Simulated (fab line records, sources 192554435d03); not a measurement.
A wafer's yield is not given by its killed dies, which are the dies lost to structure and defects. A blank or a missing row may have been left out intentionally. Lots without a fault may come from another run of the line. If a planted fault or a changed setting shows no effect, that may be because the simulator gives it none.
Which tool did it? | flow n5_finfet | 9 lots (27 wafers sampled), 1 step of a 1938-step route

== WHAT THE GAUGES SHOWED, per wafer ==
N5_FIN_SAQP_CD_MEAS_37: target cd 8 nm.
lot  | measured    | on        | cd_nm (nm)
L316 | day 2 02:32 | cd_sem-02 | 8.00 8.24 7.92
L317 | day 2 09:10 | cd_sem-02 | 8.07 8.23 8.05
L320 | day 3 03:03 | cd_sem-01 | 8.41 8.21 7.84
L322 | day 3 14:59 | cd_sem-01 | 8.45 8.01 8.21
L325 | day 4 08:46 | cd_sem-02 | 8.41 8.06 7.72
L328 | day 5 03:53 | cd_sem-01 | 8.08 8.42 8.29
L335 | day 6 22:42 | cd_sem-02 | 7.81 8.04 8.33
L338 | day 7 14:01 | cd_sem-01 | 8.67 8.52 7.81
L339 | day 7 20:35 | cd_sem-01 | 8.50 8.47 7.45

== EACH LOT AND THE TOOL THAT RAN IT (in order: tool; ch and the chambers of the sampled wafers; start) ==
The record shows no process step preceding these readings.

== THE ANSWER, worked out from the rows above alone ==
Rule: usual is defined by the lots themselves. The widest of any qualifying gaps counts: lots, ordered by their means at a reading, are off when they make up no more than a third of the lots, leave a main group of 4 or more, and stand apart from it by 3 or more times the standard deviation of that group's means. Not used: any main group whose means are identical at the precision the tables above print for the reading. Also off: a lot with no number at a reading for which 4 or more lots have one. The other lots that the step has rows for count as sound.
Nothing can be told from this: no lot is off at any reading shown.

== WHAT THE SIMULATOR HAD PUT IN ==
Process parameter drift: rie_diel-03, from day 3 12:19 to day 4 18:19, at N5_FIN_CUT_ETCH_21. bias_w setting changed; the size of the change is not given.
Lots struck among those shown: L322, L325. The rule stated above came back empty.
